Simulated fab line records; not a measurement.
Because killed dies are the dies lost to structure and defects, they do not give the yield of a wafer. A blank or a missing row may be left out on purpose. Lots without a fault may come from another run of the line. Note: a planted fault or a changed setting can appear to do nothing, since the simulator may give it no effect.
Which tool did it? -- flow nand_harc -- 11 lots with 33 wafers sampled at 7 steps, on a route of 1302 steps

## WHAT THE GAUGES SHOWED, per wafer
NHARC_P_M0_THK_MEAS_24: measures by xrf. Usual: thk_nm 117.7 nm, standard deviation 1.4.
lot,measured,on,thk_nm (nm),flag
L557,day 6 03:02,film_metro-01,117.2 115.7 115.5,
L560,day 7 13:58,film_metro-01,115.7 115.8 117.6,
L562,day 8 05:50,film_metro-02,119.3 118.2 119.5,
L563,day 8 11:46,film_metro-02,29.3 29.4 29.9,OFF
L564,day 9 01:29,film_metro-01,28.4 30.0 29.7,OFF
L572,day 12 07:37,film_metro-02,117.3 118.9 116.6,
L573,day 12 17:17,film_metro-01,119.0 116.8 117.6,
L574,day 13 04:28,film_metro-01,118.3 118.5 120.8,
L576,day 14 05:59,film_metro-01,116.5 118.5 119.5,
L577,day 14 11:07,film_metro-02,118.2 117.4 116.1,
L579,day 15 10:57,film_metro-01,117.8 116.7 120.0,

NHARC_END_SORT_01. Usual: defect_limited_yield is 91 % with standard deviation 3, killed_at_array is 56 with standard deviation 20, killed_at_other is 1 with standard deviation 1.3, killed_at_periphery is 3.5 with standard deviation 2.7, killed_dies is 60 with standard deviation 20, killed_open is 3.3 with standard deviation 1.6, and killed_short is 2.4 with standard deviation 1.5.
lot,measured,on,defect_limited_yield (%),killed_at_array,killed_at_other,killed_at_periphery,killed_dies,killed_open,killed_short,flag
L563,day 26 19:40,prober-01,0 0 0,49 46 59,0 1 0,628 630 618,677 677 677,4 5 3,0 3 6,OFF
L564,day 27 01:59,prober-02,0 0 0,57 43 57,0 2 1,620 632 619,677 677 677,5 4 4,1 4 0,OFF

## WHICH TOOL RAN EACH LOT (tool, then ch and the chambers of the sampled wafers, then the start)
lot,NHARC_P_CONTACT_CVD_23,NHARC_P_M0_STRIP_18,NHARC_P_M0_PVD_20,NHARC_P_M0_ECD_22,NHARC_P_M0_CMP_23
L557,"cvd_w-02 ch 0, day 6 01:08 or earlier","rie_diel-04 ch 0,1,3, day 6 01:08","pvd_sputter-03, day 6 02:00 or earlier","ecd_cu-02 ch 0,1, day 6 02:00","cmp-03 ch 1,2,3, day 6 02:43"
L560,"cvd_w-02 ch 0,1, day 7 12:06 or earlier","rie_diel-04 ch 0,1,2, day 7 12:06","pvd_sputter-01, day 7 13:05 or earlier","ecd_cu-02 ch 0,1, day 7 13:05","cmp-01 ch 0,1,2, day 7 13:43"
L562,"cvd_w-01 ch 0,1, day 8 03:56 or earlier","rie_diel-04 ch 0,2,3, day 8 03:56","pvd_sputter-01, day 8 04:50 or earlier","ecd_cu-02 ch 1, day 8 04:50","cmp-04 ch 0,1, day 8 05:31"
L563,"cvd_w-02 ch 0, day 8 09:50 or earlier","rie_diel-04 ch 0,1, day 8 09:50","pvd_sputter-01, day 8 10:46 or earlier","ecd_cu-01 ch 1, day 8 10:46","cmp-01 ch 0,2,3, day 8 11:31"
L564,"cvd_w-02 ch 0,1, day 8 23:35 or earlier","rie_diel-04 ch 0,2,3, day 8 23:35","pvd_sputter-02, day 9 00:27 or earlier","ecd_cu-02 ch 0,1, day 9 00:27","cmp-04 ch 0,1,2, day 9 01:11"
L572,"cvd_w-01 ch 0,1, day 12 05:40 or earlier","rie_diel-07 ch 1,2,3, day 12 05:40","pvd_sputter-03, day 12 06:34 or earlier","ecd_cu-01 ch 0,1, day 12 06:34","cmp-03 ch 0,1,2, day 12 07:22"
L573,"cvd_w-01 ch 1, day 12 15:19 or earlier","rie_diel-07 ch 0,3, day 12 15:19","pvd_sputter-03, day 12 16:14 or earlier","ecd_cu-01 ch 0,1, day 12 16:14","cmp-04 ch 0,1, day 12 16:59"
L574,"cvd_w-02 ch 0,1, day 13 02:31 or earlier","rie_diel-01 ch 1,2,3, day 13 02:31","pvd_sputter-01, day 13 03:25 or earlier","ecd_cu-01 ch 0,1, day 13 03:25","cmp-01 ch 0,2,3, day 13 04:08"
L576,"cvd_w-02 ch 0,1, day 14 04:01 or earlier","rie_diel-07 ch 0,1,3, day 14 04:01","pvd_sputter-03, day 14 04:56 or earlier","ecd_cu-02 ch 0,1, day 14 04:56","cmp-04 ch 0,2,3, day 14 05:43"
L577,"cvd_w-01 ch 0,1, day 14 09:11 or earlier","rie_diel-04 ch 0,1, day 14 09:11","pvd_sputter-01, day 14 10:05 or earlier","ecd_cu-01 ch 0,1, day 14 10:05","cmp-03 ch 0,1,2, day 14 10:52"
L579,"cvd_w-02 ch 0,1, day 15 09:01 or earlier","rie_diel-01 ch 0,2, day 15 09:01","pvd_sputter-01, day 15 09:57 or earlier","ecd_cu-02 ch 0,1, day 15 09:57","cmp-04 ch 2,3, day 15 10:38"
- NHARC_P_CONTACT_CVD_23: deposits W, target thk 200 nm, time 557 s.
- NHARC_P_M0_STRIP_18: strips in N2/H2.
- NHARC_P_M0_PVD_20: deposits TaN, target thk 5 nm, time 8.06 s.
- NHARC_P_M0_ECD_22: material Cu, target thk 400 nm.
- NHARC_P_M0_CMP_23: polishes, t overpolish 20 s, target thk 117.54 nm.

## WHAT THE TOOLS THEMSELVES READ (means of the sampled wafers that have a number; where no wafer has one, the mark that the record gives instead)
NHARC_P_CONTACT_CVD_23. Usual: heater_power_outer_w 259 W, standard deviation 13; heater_power_w 470 W, standard deviation 32; throttle_valve_pct 8.1 %, standard deviation 0.33.
lot,tool,heater_power_outer_w (W),heater_power_w (W),throttle_valve_pct (%),flag
L557,cvd_w-02,266,482,7.8,
L560,cvd_w-02,264,479,8.1,
L562,cvd_w-01,253,455,8.5,
L563,cvd_w-02,265,484,7.8,
L564,cvd_w-02,265,473,7.9,
L572,cvd_w-01,263,486,8.3,
L573,cvd_w-01,243,432,8.2,
L574,cvd_w-02,247,453,7.9,
L576,cvd_w-02,250,455,8.1,
L577,cvd_w-01,263,484,8.5,
L579,cvd_w-02,250,452,8.0,

NHARC_P_M0_STRIP_18. Usual: drypump_motor_current_A 5.6 A, standard deviation 0.38; oes_product_au 0.998 a.u., standard deviation 0.0075; rf_vpp_V 90.4 V, standard deviation 0.91; showerhead_plenum_p_Torr 2.01 Torr, standard deviation 0.072; throttle_valve_pct 14.171 %, standard deviation 0.009.
lot,tool,drypump_motor_current_A (A),oes_product_au (a.u.),rf_vpp_V (V),showerhead_plenum_p_Torr (Torr),throttle_valve_pct (%),flag
L557,rie_diel-04,5.8,0.992,90.4,2.02,14.172,
L560,rie_diel-04,5.5,0.986,91.1,2.08,14.170,
L562,rie_diel-04,5.7,0.990,90.5,2.00,14.169,
L563,rie_diel-04,5.5,0.990,90.6,2.05,14.175,
L564,rie_diel-04,5.7,0.991,90.4,2.00,14.171,
L572,rie_diel-07,5.3,1.001,91.1,2.03,14.169,
L573,rie_diel-07,5.5,1.002,89.7,2.01,14.168,
L574,rie_diel-01,5.8,1.003,89.5,1.99,14.166,
L576,rie_diel-07,5.5,1.006,89.9,1.99,14.172,
L577,rie_diel-04,5.7,0.991,90.0,2.07,14.167,
L579,rie_diel-01,5.6,0.990,91.0,2.03,14.175,

NHARC_P_M0_PVD_20. Usual: substrate_temp_c 50.01 C, standard deviation 0.13; throttle_valve_pct 29.6 %, standard deviation 0.72.
lot,tool,substrate_temp_c (C),throttle_valve_pct (%),flag
L557,pvd_sputter-03,50.02,29.8,
L560,pvd_sputter-01,49.96,29.1,
L562,pvd_sputter-01,49.98,28.9,
L563,pvd_sputter-01,49.96,29.4,
L564,pvd_sputter-02,50.03,29.8,
L572,pvd_sputter-03,50.20,30.1,
L573,pvd_sputter-03,50.01,29.9,
L574,pvd_sputter-01,50.05,29.4,
L576,pvd_sputter-03,50.11,30.1,
L577,pvd_sputter-01,50.01,29.3,
L579,pvd_sputter-01,49.92,29.6,

NHARC_P_M0_ECD_22. Usual: bath_heat_duty_pct 7.1 %, standard deviation 0.66; bath_temp_c 24.99 C, standard deviation 0.11.
lot,tool,bath_heat_duty_pct (%),bath_temp_c (C),flag
L557,ecd_cu-02,7.7,25.03,
L560,ecd_cu-02,7.1,24.99,
L562,ecd_cu-02,7.1,24.94,
L563,ecd_cu-01,-,-,OFF
L564,ecd_cu-02,-,-,OFF
L572,ecd_cu-01,6.8,25.07,
L573,ecd_cu-01,6.9,24.91,
L574,ecd_cu-01,6.6,25.10,
L576,ecd_cu-02,7.4,25.10,
L577,ecd_cu-01,7.0,24.92,
L579,ecd_cu-02,7.0,25.04,

NHARC_P_M0_CMP_23. Usual: motor_current_A 11.6 A, standard deviation 1.1; slurry_filter_dp_kPa 13.50 kPa, standard deviation 0.14; slurry_flow_ml_min 150.0, standard deviation 0.49; time_to_endpoint_s 28.7 s, standard deviation 2.2.
lot,tool,motor_current_A (A),slurry_filter_dp_kPa (kPa),slurry_flow_ml_min,time_to_endpoint_s (s),flag
L557,cmp-03,11.7,13.54,150.0,27.3,
L560,cmp-01,12.1,13.54,150.5,25.3,
L562,cmp-04,11.8,13.34,150.1,30.0,
L563,cmp-01,11.2,13.44,150.2,2.0,OFF
L564,cmp-04,11.0,13.52,150.2,1.7,OFF
L572,cmp-03,11.8,13.50,149.2,28.3,
L573,cmp-04,12.1,13.59,150.0,26.7,
L574,cmp-01,11.7,13.44,149.6,27.9,
L576,cmp-04,10.5,13.57,150.1,29.2,
L577,cmp-03,11.6,13.47,149.9,26.7,
L579,cmp-04,10.2,13.52,150.3,28.8,

## THE ANSWER, worked out from the rows above alone
Rule: lot off if the mean of its wafers having a number is beyond 3 standard deviations from the usual mean. Also off: a lot with no number at a reading for which 4 or more lots have one. All remaining lots with rows at the step are treated as sound. After the gauges, taken in route order, come the tools' own readings; for these a lot's mean is taken, as printed above. At the first step where some lot is off, the reading lying furthest off is the one used; lots without a number count as furthest.
Off: L563, L564, at NHARC_P_M0_THK_MEAS_24 (thk_nm).
If a tool, at a process step before that reading, ran all the lots that are off and no sound lot after the first of them, it fits. Not tried: the gauges at NHARC_P_M0_THK_MEAS_24; whatever is off there is also off at NHARC_END_SORT_01, on other tools, and gauge error can't account for it. Because NHARC_P_CONTACT_CVD_23 lacks a start for some lots, the hours and order of its lots are taken from NHARC_P_M0_STRIP_18. Because NHARC_P_M0_PVD_20 lacks a start for some lots, the hours and order of its lots are taken from NHARC_P_M0_ECD_22. Of those tried, none fits.

## WHAT WAS PUT IN BY THE SIMULATOR
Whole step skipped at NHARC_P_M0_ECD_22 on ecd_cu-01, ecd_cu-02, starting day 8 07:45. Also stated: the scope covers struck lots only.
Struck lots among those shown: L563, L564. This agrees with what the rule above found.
